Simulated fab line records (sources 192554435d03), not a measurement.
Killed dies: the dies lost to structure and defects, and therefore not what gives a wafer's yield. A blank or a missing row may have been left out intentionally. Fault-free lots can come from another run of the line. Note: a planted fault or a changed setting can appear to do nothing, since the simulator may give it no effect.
fab line records | flow n5-finfet
record: lots: 9 wafers: 27 last-day: 18
route steps=1938 shown BEOL_M4@1043
lots with no fault: from the same line, run without faults
start-h: start of the lot's first displayed wafer, in hours after the record's first day | wait-h: how many hours have passed since the lot's step before this one | " as in the row above | L1.1+2: several wafers, shown together as one row | - value missing, or start not given | * or withheld: withheld | < > ~ a bound
route shown NAME@n: a module of which the file shows steps, and the number in the route of the first | usual: mean and standard deviation over wafers with no fault | same: alike in all rows | chamber/n: place in a boat | sites: the reading at each site | _std_site: standard deviation of those values | _edge_site: inner sites' mean taken away from outer sites' mean | radius-mm: how far each site lies from the wafer's centre | mask NAME#n: copy n | behind: the most recent tool/chamber to have shaped the wafer | hold: what put the lot on hold/how long, in hours/how the hold closed | device: names the non-switching transistor (n, p or np) | end of line: tests run on the same wafers once the route is complete | a step with no rows: only its recipe | killed: count of dies lost to structure and defects at first sort (not the wafer's yield) | map: dies across one wafer; x = killed, . = not, _ = none there
set.NAME: setting as actually run; set.NAME@STEP: the setting as run at that earlier step | model.NAME: the simulator's own value behind a step, which no gauge read
the route's steps for a sample of lots (tables are steps, rows are wafers)
services: a tool's chamber out of use, with start hour (start-h, from the record's first day; less than 0 if before it), hours out, and reason
== steps ==
step: N5_BEOL_M4_STRIP_66
recipe: chemistry: CF4 resist: SiARC power-w: 300 bias-power-w: 75 pressure-mtorr: 50 cf4-flow-sccm: 150 rf-frequency-hz: 6e+07
usual: cf4-flow-sccm: 150.0/0.41 drypump-motor-current-A: 5.6/0.55 oes-product-au: 0.82/0.075 rf-vpp-V: 271.3/1.5 showerhead-plenum-p-Torr: 1.80/0.06 throttle-valve-pct: 13.49/0.19
columns lot.wafer tool chamber start-h wait-h cf4-flow-sccm drypump-motor-current-A oes-product-au rf-hours-counter-h rf-vpp-V showerhead-plenum-p-Torr throttle-valve-pct
L215.3 rie-diel-05 3 173.79 0.0 150.0 5.7 0.93 12 269.2 1.76 13.47
L215.4 " 0 " " 150.0 5.4 0.79 111 270.2 1.75 13.50
L215.6 " 3 " " 150.3 5.7 0.92 - 269.2 1.76 13.47
L219.1 rie-diel-06 0 188.40 0.0 150.3 4.8 0.84 53 270.0 1.77 13.40
L219.2 " 1 " " 150.0 5.5 0.68 242 272.4 1.81 13.94
L219.5 " 2 " " 150.2 6.4 0.88 - 274.4 1.92 13.36
L220.2 rie-diel-06 0 201.33 0.0 150.1 4.8 0.85 58 270.2 1.76 13.43
L220.3 " 3 " " 150.1 5.7 0.96 2 270.8 1.77 13.11
L220.5 " 0 " " 151.1 4.8 0.84 - 270.8 1.76 13.41
L223.4 rie-diel-06 0 220.38 0.0 149.9 4.8 0.83 - 270.0 1.76 13.46
L223.5 " 2 " " 149.5 6.4 0.86 - 274.0 1.91 13.40
L223.6 " 3 " " 150.0 5.7 0.92 - 270.6 1.77 13.15
L224.2 rie-diel-02 1 221.96 0.0 149.6 5.3 0.73 188 271.3 1.81 13.71
L224.3 " 2 " " 150.2 4.7 0.76 137 272.4 1.86 13.35
L224.4 " 0 " " 150.2 5.5 0.76 147 270.0 1.79 13.52
L231.2 rie-diel-05 1 273.53 0.0 150.8 5.4 0.92 13 269.9 1.77 13.20
L231.4 " 2 " " 149.4 6.4 0.84 63 271.7 1.91 13.50
L231.5 " 3 " " 150.2 5.7 0.86 - 269.7 1.75 13.54
L235.1 rie-diel-05 0 303.08 0.0 150.1 5.5 0.76 150 269.2 1.74 13.57
L235.3 " 3 " " 149.2 5.8 0.85 54 271.3 1.74 13.57
L235.5 " 0 " " 150.4 5.4 0.76 - 270.3 1.74 13.61
L236.1 rie-diel-05 0 303.56 0.0 149.3 5.4 0.75 150 269.5 1.74 13.60
L236.2 " 2 " " 149.9 6.5 0.82 75 272.9 1.90 13.51
L236.5 " 3 " " 149.5 5.7 0.85 - 270.3 1.74 13.56
L237.1 rie-diel-06 2 306.35 0.0 150.1 6.4 0.82 77 273.6 1.90 13.48
L237.2 " 1 " " 150.0 5.6 0.86 31 271.5 1.80 13.41
L237.4 " 0 " " 150.1 4.8 0.80 94 270.5 1.75 13.51
step: N5_BEOL_M4_CD_MEAS_18
recipe: pitch-nm: 36 target-cd-nm: 18
usual: cd-nm: 18.2/0.41
columns lot.wafer tool chamber start-h wait-h cd-nm
L215.3 cd-sem-01 - 174.02 0.1 18.1
L215.4 " - " " 18.5
L215.6 " - " " 18.2
L219.1 cd-sem-01 - 188.62 0.0 18.0
L219.2 " - " " 18.3
L219.5 " - " " 17.5
L220.2 cd-sem-01 - 201.56 0.1 17.9
L220.3 " - " " 17.6
L220.5 " - " " 17.9
L223.4 cd-sem-03 - 220.59 0.0 18.4
L223.5 " - " " 17.9
L223.6 " - " " 18.8
L224.2 cd-sem-02 - 222.18 0.1 17.8
L224.3 " - " " 18.1
L224.4 " - " " 18.3
L231.2 cd-sem-03 - 273.85 0.1 18.5
L231.4 " - " " 18.3
L231.5 " - " " 17.6
L235.1 cd-sem-02 - 303.30 0.0 18.0
L235.3 " - " " 18.4
L235.5 " - " " 18.0
L236.1 cd-sem-01 - 303.78 0.0 18.2
L236.2 " - " " 18.5
L236.5 " - " " 17.9
L237.1 cd-sem-01 - 306.62 0.0 17.8
L237.2 " - " " 18.9
L237.4 " - " " 17.9
step: N5_BEOL_M4_DESCUM_33
recipe: chemistry: O2 time-s: 7 source-power-w: 50 bias-power-w: 20 pressure-mtorr: 20 rf-frequency-hz: 2.712e+07 temp-c: 40 resist: CAR-EUV o2-flow-sccm: 225
usual: drypump-motor-current-A: 5.7/0.57 oes-product-au: 0.81/0.082 rf-vpp-V: 243.2/1.4 showerhead-plenum-p-Torr: 2.11/0.072 throttle-valve-pct: 20.37/0.2
columns lot.wafer tool chamber start-h wait-h drypump-motor-current-A oes-product-au rf-hours-counter-h rf-vpp-V showerhead-plenum-p-Torr throttle-valve-pct
L215.3 rie-diel-02 0 174.46 0.0 5.5 0.78 127 240.8 2.07 20.11
L215.4 " 1 " " 5.3 0.75 170 242.8 2.09 20.32
L215.6 " 3 " " 6.5 0.71 - 243.4 2.07 20.55
L219.1 rie-diel-02 2 189.19 0.0 4.7 0.78 122 245.4 2.20 20.12
L219.2 " 3 " " 6.5 0.71 210 243.1 2.07 20.58
L219.5 " 2 " " 4.7 0.78 - 244.1 2.20 20.12
L220.2 rie-diel-06 3 203.13 1.0 5.6 0.99 3 242.9 2.09 20.16
L220.3 " 0 " " 4.8 0.85 59 240.6 2.04 20.27
L220.5 " 1 " " 5.5 0.67 - 243.9 2.17 21.05
L223.4 rie-diel-02 3 221.16 0.0 6.5 0.69 225 243.3 2.07 20.59
L223.5 " 0 " " 5.5 0.76 - 243.6 2.07 20.15
L223.6 " 3 " " 6.5 0.68 - 243.0 2.07 20.59
L224.2 rie-diel-06 3 222.62 0.0 5.7 0.94 12 243.3 2.08 20.18
L224.3 " 2 " " 6.4 0.89 44 247.2 2.24 20.43
L224.4 " 3 " " 5.7 0.96 - 243.7 2.08 20.17
L231.2 rie-diel-05 3 274.35 0.1 5.7 0.86 44 242.2 2.05 20.64
L231.4 " 1 " " 5.5 0.96 14 240.1 2.08 20.36
L231.5 " 3 " " 5.7 0.86 - 241.5 2.05 20.64
L235.1 rie-diel-05 3 303.86 0.0 5.7 0.85 55 240.9 2.04 20.66
L235.3 " 2 " " 6.5 0.83 75 243.7 2.20 20.30
L235.5 " 2 " " 6.5 0.83 - 244.1 2.20 20.31
L236.1 rie-diel-05 0 304.34 0.0 5.5 0.76 150 242.0 2.01 20.32
L236.2 " 1 " " 5.4 0.92 25 243.8 2.08 20.37
L236.5 " 2 " " 6.5 0.82 - 246.2 2.20 20.30
L237.1 rie-diel-05 0 307.19 0.0 5.5 0.75 151 241.6 2.01 20.33
L237.2 " 2 " " 6.5 0.83 76 244.6 2.20 20.32
L237.4 " 1 " " 5.4 0.93 26 241.1 2.08 20.38
step: N5_BEOL_M4_ETCH_70
recipe: chemistry: N2/H2 target: SOC target-depth-a: 800 overetch-a: 240 mask-material: SiARC temp-c: 40 time-s: 130 ion-energy-ev: 200 pressure-mtorr: 30 source-w: 840 bias-w: 150 n2-flow-sccm: 200 h2-flow-sccm: 200
usual: drypump-motor-current-A: 5.6/0.58 h2-flow-sccm: 200.0/0.63 oes-product-au: 0.57/0.055 rf-vpp-V: 524.1/2 showerhead-plenum-p-Torr: 2.55/0.062 temp-c: 40.01/0.1 throttle-valve-pct: 17.71/0.25
columns lot.wafer tool chamber start-h wait-h drypump-motor-current-A h2-flow-sccm oes-product-au rf-hours-counter-h rf-vpp-V showerhead-plenum-p-Torr temp-c throttle-valve-pct
L215.3 rie-diel-02 1 177.98 0.0 5.3 201.1 0.55 171 524.1 2.53 39.96 17.68
L215.4 " 3 " " 6.5 199.2 0.52 205 522.6 2.53 39.87 17.92
L215.6 " 1 " " 5.3 200.4 0.55 - 525.6 2.53 39.79 17.67
L219.1 rie-diel-02 0 200.53 0.0 5.5 199.8 0.57 136 524.0 2.57 39.95 17.79
L219.2 " 2 " " 4.7 200.1 0.58 127 527.3 2.64 39.92 17.28
L219.5 " 3 " " 6.5 200.2 0.52 - 523.9 2.52 40.01 17.95
L220.2 rie-diel-02 0 206.11 0.0 5.5 199.6 0.57 139 523.4 2.57 39.97 17.78
L220.3 " 3 " " 6.5 199.9 0.51 218 523.6 2.52 40.21 17.95
L220.5 " 1 " " 5.3 199.4 0.55 - 524.1 2.53 40.13 17.70
L223.4 rie-diel-02 1 225.30 0.0 5.3 200.6 0.55 189 522.6 2.53 37.62 17.72
L223.5 " 3 " " 6.5 199.9 0.51 - 523.7 2.52 37.69 17.96
L223.6 " 0 " " 5.5 200.6 0.57 - 525.2 2.56 37.67 17.81
L224.2 rie-diel-02 2 230.06 0.0 4.7 200.2 0.57 140 526.7 2.63 37.69 17.30
L224.3 " 1 " " 5.3 200.5 0.54 191 525.0 2.52 37.64 17.72
L224.4 " 0 " " 5.5 199.9 0.57 149 524.1 2.56 37.83 17.81
L231.2 rie-diel-05 0 276.32 0.0 5.5 199.9 0.56 142 521.7 2.46 40.00 17.89
L231.4 " 3 " " 5.7 200.8 0.64 45 522.2 2.48 40.07 18.00
L231.5 " 1 " " 5.4 200.6 0.68 - 523.8 2.49 39.95 17.47
L235.1 rie-diel-02 2 304.91 0.0 4.7 198.9 0.55 167 526.2 2.62 40.16 17.34
L235.3 " 1 " " 5.3 199.6 0.53 217 523.7 2.51 39.91 17.76
L235.5 " 0 " " 5.5 199.1 0.55 - 524.7 2.55 40.01 17.87
L236.1 rie-diel-06 2 305.05 0.0 6.4 199.3 0.61 77 527.4 2.68 40.01 17.55
L236.2 " 0 " " 4.8 200.0 0.59 93 522.6 2.48 39.87 17.99
L236.5 " 0 " " 4.8 199.1 0.59 - 522.4 2.48 39.84 17.97
L237.1 rie-diel-02 2 308.11 0.0 4.7 200.2 0.55 168 526.7 2.62 40.02 17.36
L237.2 " 0 " " 5.5 200.0 0.55 178 524.5 2.55 39.93 17.85
L237.4 " 1 " " 5.3 199.7 0.52 - 521.9 2.51 40.04 17.77
step: N5_BEOL_M4_RC_MEAS_101
usual: DIBL_N: 37.1/2.4 DIBL_P: 37/3 IOFF_N: 0.18/0.053 IOFF_P: 0.21/0.05 ION_N: 674/14 ION_P: 459/9.2 SS_N: 72.1/0.9 SS_P: 73.4/0.89 VT_N: 250/3.8 VT_P: -251/3.7
columns lot.wafer tool chamber start-h wait-h DIBL_N[mV/V] DIBL_P[mV/V] IOFF_N[nA/um] IOFF_P[nA/um] ION_N[uA/um] ION_P[uA/um] SS_N[mV/dec] SS_P[mV/dec] VT_N[mV] VT_P[mV]
L215.3 prober-01 0 182.98 0.3 39.5 40 0.21 0.29 680 466 72.7 74.0 248 -246
L215.4 " 0 " " 36.7 37 0.15 0.22 671 461 71.6 73.3 251 -251
L215.6 " 0 " " 34.4 33 0.13 0.17 654 450 71.9 71.9 255 -253
L219.1 prober-02 0 205.69 0.0 40.3 37 0.26 0.19 659 447 74.5 73.1 250 -253
L219.2 " 0 " " 35.2 35 0.13 0.16 654 445 70.6 73.0 253 -254
L219.5 " 0 " " 36.3 36 0.14 0.17 655 441 71.5 72.5 252 -254
L220.2 prober-01 0 210.38 0.2 37.7 40 0.19 0.22 671 459 72.5 74.4 250 -251
L220.3 " 0 " " 34.9 36 0.13 0.18 657 450 71.4 73.3 253 -253
L220.5 " 0 " " 36.0 36 0.16 0.18 679 457 72.1 72.9 250 -254
L223.4 prober-01 0 230.08 0.5 39.7 37 0.20 0.19 670 449 73.0 74.5 251 -256
L223.5 " 0 " " 34.1 32 0.10 0.13 651 446 71.8 72.7 259 -258
L223.6 " 0 " " 36.6 36 0.15 0.17 678 451 72.0 73.7 250 -255
L224.2 prober-02 0 234.89 0.2 37.4 35 0.20 0.18 679 453 72.4 73.6 248 -253
L224.3 " 0 " " 37.3 39 0.17 0.22 670 455 71.4 74.0 251 -252
L224.4 " 0 " " 38.5 39 0.20 0.22 672 449 73.4 74.6 250 -251
L231.2 prober-02 0 282.61 0.2 32.8 32 0.11 0.16 661 456 70.1 71.6 256 -254
L231.4 " 0 " " 36.2 36 0.17 0.23 673 466 71.6 73.3 248 -248
L231.5 " 0 " " 34.8 32 0.13 0.18 665 460 71.4 72.0 254 -251
L235.1 prober-02 0 309.30 0.0 32.5 33 0.12 0.14 665 453 71.2 72.1 252 -255
L235.3 " 0 " " 36.1 37 0.17 0.18 690 459 71.7 72.8 249 -255
L235.5 " 0 " " 37.3 39 0.21 0.22 697 464 72.5 74.6 244 -252
L236.1 prober-01 0 309.62 0.0 36.6 37 0.17 0.18 682 459 72.2 72.7 251 -256
L236.2 " 0 " " 34.7 35 0.14 0.16 665 446 71.2 73.3 251 -255
L236.5 " 0 " " 34.5 35 0.14 0.16 670 458 70.7 73.3 252 -258
L237.1 prober-01 0 312.45 0.0 34.9 35 0.13 0.16 662 456 71.0 73.0 254 -253
L237.2 " 0 " " 37.6 38 0.16 0.19 662 448 71.7 73.5 254 -253
L237.4 " 0 " " 37.8 39 0.19 0.22 681 460 71.8 73.7 249 -252
== services ==
columns tool chamber start-h hours kind
rie-diel-05 0 153.50 6.6 repair
rie-diel-06 3 172.77 - clean
rie-diel-06 3 172.77 - consumable-replace:focus-ring
rie-diel-06 3 172.77 22.0 scheduled-down
rie-diel-06 3 172.77 22.0 vent-cycle
rie-diel-05 - 198.73 14.6 pm
rie-diel-06 1 206.72 - clean
rie-diel-06 1 206.72 - consumable-replace:focus-ring
rie-diel-06 1 206.72 22.6 scheduled-down
rie-diel-06 1 206.72 22.6 vent-cycle
rie-diel-05 1 216.85 - clean
rie-diel-05 1 216.85 - consumable-replace:focus-ring
rie-diel-05 0 231.06 1.6 repair
rie-diel-06 - 236.71 0.9 repair
rie-diel-06 0 252.51 12.0 repair
rie-diel-02 3 262.99 5.7 repair
rie-diel-02 - 271.93 0.3 repair
rie-diel-05 0 291.72 5.4 repair
rie-diel-02 3 294.43 - clean
rie-diel-02 3 294.43 - consumable-replace:esc
rie-diel-02 3 294.43 - consumable-replace:focus-ring
rie-diel-02 3 294.43 26.6 scheduled-down
rie-diel-02 3 294.43 26.6 vent-cycle
rie-diel-06 0 295.00 3.9 repair
== key ==
first-sign: step: N5_BEOL_M4_ETCH_70 reading: temp-c direction: down sigmas: 22 usual: * struck: *
effect none on later readings
met-at N5_BEOL_M4_ETCH_70
struck-lots L223,L224
baseline-loss: step: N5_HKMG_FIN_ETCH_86 wafers: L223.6
not-acting-at N5_BEOL_M4_STRIP_66,N5_BEOL_M4_CD_MEAS_18,N5_BEOL_M4_DESCUM_33
onset-between 206.11 225.30
fault: kind: process-parameter-drift tool: rie-diel-02 chamber: - onset-h: 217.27 steps: N5_BEOL_M4_ETCH_70 channel: temp-c offset: * shape: step end-h: 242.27 acts-in: * stated: *
baseline-loss: these wafers lose ten dies or more at that step, a loss of the line's own and not of a fault; the sort's usual values leave them out
